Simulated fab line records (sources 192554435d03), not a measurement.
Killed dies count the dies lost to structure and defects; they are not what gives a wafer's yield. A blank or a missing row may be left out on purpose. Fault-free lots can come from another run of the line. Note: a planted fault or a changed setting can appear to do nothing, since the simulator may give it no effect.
Split-lot trial    flow n5 finfet    route with 1938 steps; 7 lots, 21 wafers read

== SPLIT DETAILS ==
At N5_BEOL_M15_EXPOSE_25 (exposes mask M15, target cd 400 nm), the setting dose mj was moved away from the recipe's 35.5 on 8 of the 21 wafers read, by -7.2% to +5.2%. The other wafers ran this setting at the recipe's value.

== FROM THE SPLIT TO THE READING: what the file shows between them, 2 steps ==
- N5_BEOL_M15_DEVELOP_27: develop time 45 s (also split here: develop time s)
- N5_BEOL_M15_HARDBAKE_32: time 120 s

== THE READING ==
cd nm, in nm, at N5_BEOL_M15_CD_MEAS_28 (target cd 407.6 nm). Typical for fault-free wafers on this fab line: 407.6 nm, with standard deviation 2.1 nm.

wafer   tool, chamber at the split  dose mj as run  against the recipe  cd nm, nm  against lot-mates on the recipe
L076.3  krf scanner-02, 0           34.55           -2.7%               403.1      -5.2
L076.4  krf scanner-02, 0           35.5            recipe              408.7      -
L076.6  krf scanner-02, 0           35.5            recipe              408.0      -
L090.1  krf scanner-01, 0           35.5            recipe              405.5      -
L090.2  krf scanner-01, 0           35.5            recipe              408.6      -
L090.3  krf scanner-01, 0           37.36           +5.2%               413.7      +6.6
L092.1  krf scanner-01, 0           35.5            recipe              410.9      -
L092.5  krf scanner-01, 0           35.5            recipe              407.4      -
L092.6  krf scanner-01, 0           35.5            recipe              408.5      -
L094.2  krf scanner-02, 0           35.5            recipe              401.9      -
L094.3  krf scanner-02, 0           34.19           -3.7%               398.9      -4.7
L094.6  krf scanner-02, 0           35.5            recipe              405.3      -
L091.1  krf scanner-02, 0           35.5            recipe              406.1      -
L091.3  krf scanner-02, 0           36.38           +2.5%               409.9      +3.8
L091.6  krf scanner-02, 0           36.38           +2.5%               410.5      +4.4
L095.4  krf scanner-01, 0           35.5            recipe              410.3      -
L095.5  krf scanner-01, 0           34.51           -2.8%               404.4      -5.9
L095.6  krf scanner-01, 0           34.51           -2.8%               405.4      -4.9
L096.1  krf scanner-02, 0           32.93           -7.2%               396.4      -11.9
L096.3  krf scanner-02, 0           35.5            recipe              407.6      -
L096.4  krf scanner-02, 0           35.5            recipe              409.0      -

FIT RESULTS
A straight line over all 21 wafers: cd nm changes by +1.42 nm for each +1% of dose mj; r = +0.86; the points scatter about the line by 2.1 nm.
The same after taking each lot's own level away (the mean of its wafers on the recipe; 21 wafers): +1.57 nm for each +1%; r = +0.96; scatter 1.2 nm.
That fit puts the effect of the largest move of dose mj on the reading at 11 nm.
The lots' own levels span 403.60 to 410.30 nm, that is 3.2 times the standard deviation above.
The two slopes agree, so the slope changes little with the lot-to-lot level.
Check: for one of the wafers moved furthest among these (-7.2%), held out of the fit, the line's prediction against its lot-mates is -11.2 nm. Against them it came out at -11.9 nm.

== FURTHER SPLITS ON THESE WAFERS ==
Before the reading, these wafers also passed through other splits. Each is held against what the fit with the lots' levels taken away leaves over:
other split on the same wafers         wafers away from the commonest value  r with cd nm (lot level and that fit taken away)
N5_BEOL_M13_SPUTTER_44 power w         4                                     -0.23
N5_BEOL_M14_COAT_22 spin rpm           9                                     -0.07
N5_BEOL_M15_DEVELOP_27 develop time s  4                                     +0.05

== THE WHOLE CHAIN: every reading that the file lists as answering this split, in the file's order ==
step                    what it does                                                             reading                                                          change (the file's fit)               r (the file's)
N5_BEOL_M15_CD_MEAS_28  target cd 407.6 nm                                                       cd nm                                                            +1.55 nm for each +1% of the setting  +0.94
N5_BEOL_M15_DESCUM_33   chemistry O2, time 7.9 s                                                 BEOL_M15.cd nm (the simulator's own value, which no gauge read)  +1.57 nm for each +1% of the setting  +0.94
N5_BEOL_M15_ETCH_61     etches BARC in N2/H2, target depth 89 nm, overetch 26.7 nm, time 67.9 s  BEOL_M15.cd nm (the simulator's own value, which no gauge read)  +1.81 nm for each +1% of the setting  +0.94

== THE FILE'S OWN FIT ==
cd nm changes by +1.55 nm for each +1% of dose mj, r = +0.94.
